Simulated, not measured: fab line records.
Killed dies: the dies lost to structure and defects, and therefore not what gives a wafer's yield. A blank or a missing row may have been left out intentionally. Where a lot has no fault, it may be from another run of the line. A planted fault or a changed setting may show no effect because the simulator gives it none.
A single fault, viewed from 3 desks || flow n5Finfet || numbers are kept per desk, each desk with only its own; the story behind them comes last

THE TOOL OWNER'S DESK: rieDiel-06
The tool's own readings at N5_BEOL_M7_DESCUM_33 (chemistry O2, time 7 s): means of the sampled wafers that have a number, for each lot that ran on this tool. The brackets show how far a lot's mean lies from the usual mean; more than 4 standard deviations puts the lot out of limits, marked OUT.
Columns: A = drypumpMotorCurrentA at N5_BEOL_M7_DESCUM_33, usual 5.79 A; B = oesProductAu at N5_BEOL_M7_DESCUM_33, usual 0.77 a.u.; C = rfFwdPowerW at N5_BEOL_M7_DESCUM_33, usual 49.39 W; D = rfVppV at N5_BEOL_M7_DESCUM_33, usual 242.9 V; E = showerheadPlenumPTorr at N5_BEOL_M7_DESCUM_33, usual 2.07 Torr; F = throttleValvePct at N5_BEOL_M7_DESCUM_33, usual 20.36 %
{"lot": "L669", "first seen here": "day 11 18:29", "A": 5.73, "B": 0.76, "C": 49.19, "D": 244.2, "E": 2.16, "F": 20.31}
{"lot": "L677", "first seen here": "day 13 18:36", "A": 6.08, "B": 0.74, "C": 49.53, "D": 241.7, "E": 2.01, "F": 20.54}
{"lot": "L685", "first seen here": "day 15 16:44", "A": 5.93, "B": 0.71, "C": 48.97, "D": 244.8, "E": 2.14, "F": 20.38}
{"lot": "L687", "first seen here": "day 16 14:17", "A": 5.68, "B": 0.74, "C": 49.65, "D": 244.4, "E": 2.15, "F": 20.36}
{"lot": "L688", "first seen here": "day 16 18:12", "A": 5.72, "B": 0.75, "C": 49.44, "D": 243.2, "E": 2.09, "F": 20.52}
Result from this desk: across the 5 lots, nothing is out of limits.

THE METROLOGY DESK
Lot by lot, what the gauges showed, no matter which tool ran the lot: averages of those sampled wafers that carry a number. The brackets show how far a lot's mean lies from the usual mean; more than 4 standard deviations puts the lot out of limits, marked OUT.
Columns: A = cdNm at N5_BEOL_M7_CD_MEAS_28, usual 39.83 nm; B = V6_OVL at N5_BEOL_M7_OVL_MEAS_29, usual 0.1 nm
{"lot": "L665", "first seen here": "day 9 11:46", "A": 39.80, "B": 1.0}
{"lot": "L669", "first seen here": "day 11 18:13", "A": 40.13, "B": -0.0}
{"lot": "L677", "first seen here": "day 13 18:21", "A": 40.07, "B": 0.6}
{"lot": "L685", "first seen here": "day 15 16:37", "A": 39.73, "B": 1.0}
{"lot": "L686", "first seen here": "day 16 00:16", "A": 39.89, "B": 0.5}
{"lot": "L687", "first seen here": "day 16 13:43", "A": 39.84, "B": 1.2}
{"lot": "L688", "first seen here": "day 16 17:37", "A": 39.55, "B": -0.8}
Result from this desk: across the 7 lots, nothing is out of limits.

THE DEFECT DESK
For each lot, the counts of the inspections along the route, averaged over the sampled wafers that have a number. The brackets show how far a lot's mean lies from the usual mean; more than 4 standard deviations puts the lot out of limits, marked OUT.
Columns: A = rawDefectCount at N5_BEOL_M7_INSPECT_30, usual 478
{"lot": "L665", "first seen here": "day 9 11:52", "A": 477}
{"lot": "L669", "first seen here": "day 11 18:19", "A": 470}
{"lot": "L677", "first seen here": "day 13 18:26", "A": 378}
{"lot": "L685", "first seen here": "day 15 16:41", "A": 396}
{"lot": "L686", "first seen here": "day 16 00:22", "A": 429}
{"lot": "L687", "first seen here": "day 16 13:49", "A": 456}
{"lot": "L688", "first seen here": "day 16 17:42", "A": 526}
Result from this desk: across the 7 lots, nothing is out of limits.

TAKEN TOGETHER
The desk of the tool owner found nothing out of limits.
At the metrology desk, nothing out of limits was observed.
No out-of-limits result turned up at the defect desk.

WHAT THE SIMULATOR HAD PUT IN
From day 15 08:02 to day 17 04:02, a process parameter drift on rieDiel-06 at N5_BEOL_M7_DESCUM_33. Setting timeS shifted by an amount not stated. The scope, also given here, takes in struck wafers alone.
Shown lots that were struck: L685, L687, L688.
